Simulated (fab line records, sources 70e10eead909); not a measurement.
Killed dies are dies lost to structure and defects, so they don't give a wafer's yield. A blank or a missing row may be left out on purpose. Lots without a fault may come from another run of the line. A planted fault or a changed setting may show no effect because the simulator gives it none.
A struck lot beside a sound one | flow nand_harc | 14 steps out of a route of 1302
Sound: wafers L760.1, L760.4, L760.5. Struck: wafers L764.1, L764.3, L764.6. The cause comes at the end.
At each step with rows: each side's tool, then ch and its chambers, then its first start. Under that, the readings that differ: sound wafers | struck wafers | difference of the means | sigmas: that difference in standard deviations of wafers without a fault.
alike: readings whose means differ by less than 2 such deviations, and words and numbers that are the same on both sides. not compared: withheld readings, readings that some wafer has no value for, bounds like >300 that may hide the same value, and numbers for which the record gives no deviation and whose values overlap.
The two part at a step that has a row with sigmas, a row that says differs or no value, or rows on one side only. Numbers that don't overlap but have no deviation are shown without sigmas and don't part them. A reading that every wafer of one side lacks parts them only if that side has two wafers or more.

NHARC_A_DECK1_JOINT_ETCHBACK_00: etches the open film in HBr, target depth 30 nm, time 17.4 s.
  sound on rie_si-01 ch 1,2, day 15 14:53; struck on rie_si-04 ch 1,2,3, day 17 14:17
  alike: chamber_pressure_mTorr, drypump_motor_current_A, oes_product_au, throttle_valve_pct
  not compared: rf_hours_counter_h
then, 8 steps without rows for these wafers: NHARC_A_DECK1_JOINT_PRECLEAN_30 (cleans in SC1); NHARC_A_DECK1_JOINT_SRD_31; NHARC_A_DECK1_JOINT_CVD_34 (deposits SiNx, target thk 20 nm); NHARC_A_DECK1_JOINT_DEP_06 (deposits SiOx, target thk 80 nm); NHARC_A_DECK1_JOINT_CURE_26 (time 32 s); NHARC_A_DECK1_JOINT_ANNEAL_27 (time 3600 s); NHARC_A_DECK1_JOINT_ANNEAL_28 (time 1800 s); NHARC_A_DECK1_JOINT_ANNEAL_29 (time 1800 s).
NHARC_A_DECK1_JOINT_CMP_02: polishes SiOx.
  sound on cmp-01 ch 1,2, day 16 14:08; struck on cmp-01 ch 0,1, day 18 13:04
  alike: motor_current_A, retaining_ring_pressure_frac
then, 1 step without rows for these wafers: NHARC_A_DECK1_JOINT_SRD_15.
NHARC_A_DECK1_JOINT_DEP_16: deposits SiO2, target thk 45 nm.
  sound on pecvd-04 ch 1,2, day 16 14:35; struck on pecvd-02 ch 1,2, day 18 13:28
  reading            | sound             | struck            | difference | sigmas
  rf_fwd_power_W (W) | 897.8 893.9 893.3 | 787.7 790.2 789.6 | -105.8     | -36
  alike: heater_power_w, throttle_valve_pct
NHARC_A_DECK1_JOINT_THK_MEAS_17: measures by ellipsometry.
  sound on film_metro-01, day 16 14:49; struck on film_metro-02, day 18 13:45
  alike: thk_nm
-- the record jumps here: 12 days lie between the struck wafers' starts before and after (it left off in module A_DECK1_JOINT and takes up again in module END, whose first step shown is number 1302 of the route) --
NHARC_END_SORT_01:
  the record has rows for the struck wafers here (prober-02 ch 0, day 30 15:50) and none for the sound ones

WHERE THEY PART
First at NHARC_A_DECK1_JOINT_DEP_16; last, within this record, at NHARC_END_SORT_01.

WHY: what the simulator had put in
Process parameter drift: pecvd-02, from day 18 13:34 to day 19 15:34, at NHARC_A_DECK1_JOINT_DEP_16. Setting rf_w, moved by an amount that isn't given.
